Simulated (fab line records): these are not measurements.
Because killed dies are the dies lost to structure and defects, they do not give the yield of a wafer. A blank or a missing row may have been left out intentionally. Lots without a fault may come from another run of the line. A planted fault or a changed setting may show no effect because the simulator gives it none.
Matching of chambers + flow n5 finfet + N5_HKMG_FIN_ALD_21 on ald metal-02: 4 sister chambers
The step deposits TiN, target thk 1.5 nm, pulse time 1 s, purge time 3 s. 18 wafers are shown with their chamber, then 9 later ones without.

== WAFERS WITH THEIR CHAMBER ==
| wafer  | chamber | heater power w (W) | precursor pulse height rel |
|--------|---------|--------------------|----------------------------|
| L077.1 | 3       | 893                | 1.002                      |
| L077.3 | 1       | 898                | 1.001                      |
| L077.5 | 2       | 963                | 0.997                      |
| L088.4 | 3       | 901                | 1.036                      |
| L088.5 | 3       | 896                | 0.972                      |
| L088.6 | 2       | 966                | 1.012                      |
| L090.2 | 3       | 919                | 0.995                      |
| L090.3 | 2       | 977                | 0.991                      |
| L090.4 | 0       | 981                | 1.015                      |
| L091.1 | 1       | 856                | 0.987                      |
| L091.2 | 2       | 964                | 1.000                      |
| L091.4 | 3       | 915                | 1.009                      |
| L092.3 | 1       | 870                | 1.020                      |
| L092.5 | 1       | 879                | 1.005                      |
| L092.6 | 2       | 961                | 1.022                      |
| L093.1 | 2       | 958                | 0.982                      |
| L093.3 | 0       | 951                | 1.008                      |
| L093.4 | 3       | 910                | 1.002                      |

SIGNATURES (means of the wafers above)
| reading                    | chamber 0 | chamber 1 | chamber 2 | chamber 3 | scatter within a chamber |
|----------------------------|-----------|-----------|-----------|-----------|--------------------------|
| heater power w             | 966.00    | 875.75    | 964.83    | 905.67    | 12.4                     |
| precursor pulse height rel | 1.01150   | 1.00325   | 1.00067   | 1.00267   | 0.0164                   |
Rule: distance of a wafer from a chamber = root of the sum over the readings of ((wafer's reading minus chamber's mean) / reading's scatter) squared. If the next closest chamber is less than 2 further off than the closest, the wafer can't be placed; otherwise it belongs to the closest. The scatter is the square root of a quotient: the sum, over the shown wafers, of each reading's squared deviation from its chamber's mean, divided by wafers minus chambers.

== WAFERS MISSING THEIR CHAMBER ==
| wafer  | heater power w (W) | precursor pulse height rel |
|--------|--------------------|----------------------------|
| L094.1 | 893                | 0.972                      |
| L094.3 | 967                | 1.001                      |
| L094.4 | 870                | 1.004                      |
| L095.2 | 974                | 0.993                      |
| L095.3 | 907                | 0.985                      |
| L095.4 | 883                | 1.031                      |
| L096.2 | 963                | 0.975                      |
| L096.3 | 997                | 0.996                      |
| L096.4 | 952                | 0.997                      |

== WHICH CHAMBER EACH ONE RAN IN ==
| wafer  | from the rows above     | in truth |
|--------|-------------------------|----------|
| L094.1 | can't be placed: 3 or 1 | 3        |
| L094.3 | can't be placed: 2 or 0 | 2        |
| L094.4 | 1                       | 1        |
| L095.2 | can't be placed: 2 or 0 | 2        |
| L095.3 | can't be placed: 3 or 1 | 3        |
| L095.4 | can't be placed: 1 or 3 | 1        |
| L096.2 | can't be placed: 2 or 0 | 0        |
| L096.3 | can't be placed: 2 or 0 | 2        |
| L096.4 | can't be placed: 2 or 0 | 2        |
Correct placement for 1 of the 9. These rows do not allow placing 8 (true chamber among the candidates in 8). Wrongly placed: 0.
